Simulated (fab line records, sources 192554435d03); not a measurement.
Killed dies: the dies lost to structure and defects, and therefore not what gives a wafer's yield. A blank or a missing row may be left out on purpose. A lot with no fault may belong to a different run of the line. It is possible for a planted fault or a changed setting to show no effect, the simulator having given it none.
Chamber matching    flow n5Finfet    N5_BEOL_M2_VIA_ETCH_34 on rieDiel-04: 4 sister chambers
The step etches the open film in C4F6/O2, target depth 69.4 nm, time 65.9 s. 8 wafers are shown with their chamber, then 9 later ones without.

== WAFERS PAIRED WITH THEIR CHAMBERS ==
wafer   chamber  drypumpMotorCurrentA (A)  rfVppV (V)
L080.4  0        5.5                       680
L080.5  1        6.0                       669
L088.2  2        5.9                       671
L088.5  3        5.6                       671
L088.6  0        5.4                       682
L089.1  3        5.6                       670
L089.4  1        6.0                       670
L089.6  2        5.9                       671

== WAFERS MISSING THEIR CHAMBER ==
wafer   drypumpMotorCurrentA (A)  rfVppV (V)
L091.1  5.6                       671
L091.2  6.0                       670
L091.3  5.9                       671
L093.1  5.9                       671
L093.5  5.4                       682
L093.6  5.6                       671
L097.3  5.9                       670
L097.4  5.6                       669
L097.6  5.4                       680

== CHAMBER TAKEN BY EACH ==
wafer   from the rows above      in truth
L091.1  3                        3
L091.2  1                        1
L091.3  2                        2
L093.1  2                        2
L093.5  0                        0
L093.6  3                        3
L097.3  can't be placed: 2 or 1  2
L097.4  3                        3
L097.6  0                        0
Correctly placed: 8 of 9. Cannot be placed on the basis of these rows: 1; the candidates contain the true chamber in 1. Placed wrongly: 0.
How it was worked out, from the rows above alone: a wafer's distance from a chamber is the root of the sum, over the readings, of the square of ((its reading less the chamber's mean) divided by the reading's scatter). If the next closest chamber is less than 2 further off than the closest, the wafer can't be placed; otherwise it belongs to the closest. The mean given for a chamber averages the wafers shown for that chamber. The scatter is the square root of a quotient: the sum, over the shown wafers, of each reading's squared deviation from its chamber's mean, divided by wafers minus chambers.
